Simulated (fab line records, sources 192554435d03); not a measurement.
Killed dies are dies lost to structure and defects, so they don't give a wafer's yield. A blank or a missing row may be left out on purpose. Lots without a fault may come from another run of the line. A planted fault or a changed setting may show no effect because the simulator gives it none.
Chamber matching | flow n5_finfet | N5_STI_FIN_REVEAL_ALD_14 on ald_sin-04: 4 sister chambers
The step deposits Si3N4, target thk 3 nm. 18 wafers are shown with their chamber, then 9 later ones without.

WAFERS WITH THEIR CHAMBER
wafer  | chamber | heater_power_w (W) | chamber_pressure_Torr (Torr)
L080.1 | 3       | 999                | 1.993
L080.3 | 0       | 768                | 1.990
L080.5 | 2       | 855                | 2.005
L082.2 | 0       | 755                | 2.002
L082.3 | 2       | 854                | 1.998
L082.4 | 1       | 755                | 1.997
L084.3 | 2       | 852                | 1.998
L084.4 | 3       | 979                | 1.994
L084.6 | 3       | 995                | 1.999
L085.1 | 2       | 865                | 1.999
L085.3 | 0       | 785                | 1.997
L085.5 | 3       | 984                | 2.000
L086.1 | 1       | 749                | 2.010
L086.3 | 2       | 826                | 1.994
L086.6 | 2       | 845                | 1.997
L087.2 | 2       | 844                | 2.000
L087.5 | 1       | 770                | 2.007
L087.6 | 0       | 753                | 1.995

SIGNATURES (means of the wafers above)
reading               | chamber 0 | chamber 1 | chamber 2 | chamber 3 | scatter within a chamber
heater_power_w        | 765.25    | 758.00    | 848.71    | 989.25    | 12.1
chamber_pressure_Torr | 1.99600   | 2.00467   | 1.99871   | 1.99650   | 0.0044
Rule: a wafer's distance from a chamber is the root of the sum, over the readings, of the square of ((its reading less the chamber's mean) divided by the reading's scatter). The wafer belongs to the nearest chamber; if the next one is less than 2 further off, it can't be placed. The scatter: the root of (the sum of the squares of (reading less its chamber's mean) over the shown wafers, divided by (wafers less chambers)).

WAFERS WITHOUT THEIR CHAMBER
wafer  | heater_power_w (W) | chamber_pressure_Torr (Torr)
L089.1 | 753                | 2.004
L089.4 | 1001               | 1.996
L089.6 | 854                | 1.997
L090.3 | 988                | 2.003
L090.4 | 793                | 1.999
L090.6 | 1012               | 1.999
L095.2 | 867                | 2.002
L095.5 | 789                | 2.003
L095.6 | 764                | 2.002

WHICH CHAMBER EACH WENT THROUGH
wafer  | from the rows above     | in truth
L089.1 | can't be placed: 1 or 0 | 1
L089.4 | 3                       | 3
L089.6 | 2                       | 2
L090.3 | 3                       | 3
L090.4 | can't be placed: 0 or 1 | 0
L090.6 | 3                       | 3
L095.2 | 2                       | 2
L095.5 | can't be placed: 0 or 1 | 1
L095.6 | can't be placed: 1 or 0 | 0
Placed correctly: 5 of 9. Can't be placed from these rows: 4 (the true chamber is among the candidates in 4). Placed wrongly: 0.
